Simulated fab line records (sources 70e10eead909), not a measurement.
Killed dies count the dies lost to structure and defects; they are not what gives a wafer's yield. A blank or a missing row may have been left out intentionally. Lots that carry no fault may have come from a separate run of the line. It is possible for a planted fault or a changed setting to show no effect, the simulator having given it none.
Matching of chambers | flow nand_harc | NHARC_A_CHANNEL_FILL_D2_ETCHBACK_08 on rie_diel-03: 4 sister chambers
The step etches the open film in C4F8, target depth 220 nm, time 110 s. 4 wafers are shown with their chamber, then 7 later ones without.

## WAFERS, EACH WITH ITS CHAMBER
wafer  | chamber | rf_vpp_V (V)
L129.1 | 0       | 442.5
L134.1 | 1       | 438.3
L136.1 | 2       | 444.1
L136.2 | 3       | 439.2

## WAFERS WHOSE CHAMBER IS MISSING
wafer  | rf_vpp_V (V)
L136.4 | 442.0
L149.1 | 439.7
L149.2 | 442.2
L149.3 | 443.1
L150.1 | 440.4
L150.2 | 441.4
L150.3 | 445.0

## WHICH CHAMBER EACH WENT THROUGH
wafer  | from the rows above          | in truth
L136.4 | 0                            | 0
L149.1 | can't be placed: 3 or 1      | 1
L149.2 | 0                            | 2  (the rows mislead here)
L149.3 | can't be placed: 0 or 2      | 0
L150.1 | can't be placed: 3 or 1 or 0 | 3
L150.2 | can't be placed: 0 or 3      | 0
L150.3 | 2                            | 2
2 of 7 placed correctly. These rows do not allow placing 4 (true chamber among the candidates in 4). Number placed wrongly: 1.
How it was worked out, from the rows above alone: a wafer's distance from a chamber is the root of the sum, over the readings, of the square of ((its reading less the chamber's mean) divided by the reading's scatter). The wafer belongs to the nearest chamber; if the next one is less than 2 further off, it can't be placed. A chamber's mean is the mean of its shown wafers. The scatter: with one shown wafer a chamber, the root of the mean of the squares of how far each hidden wafer lies from its nearest shown one.
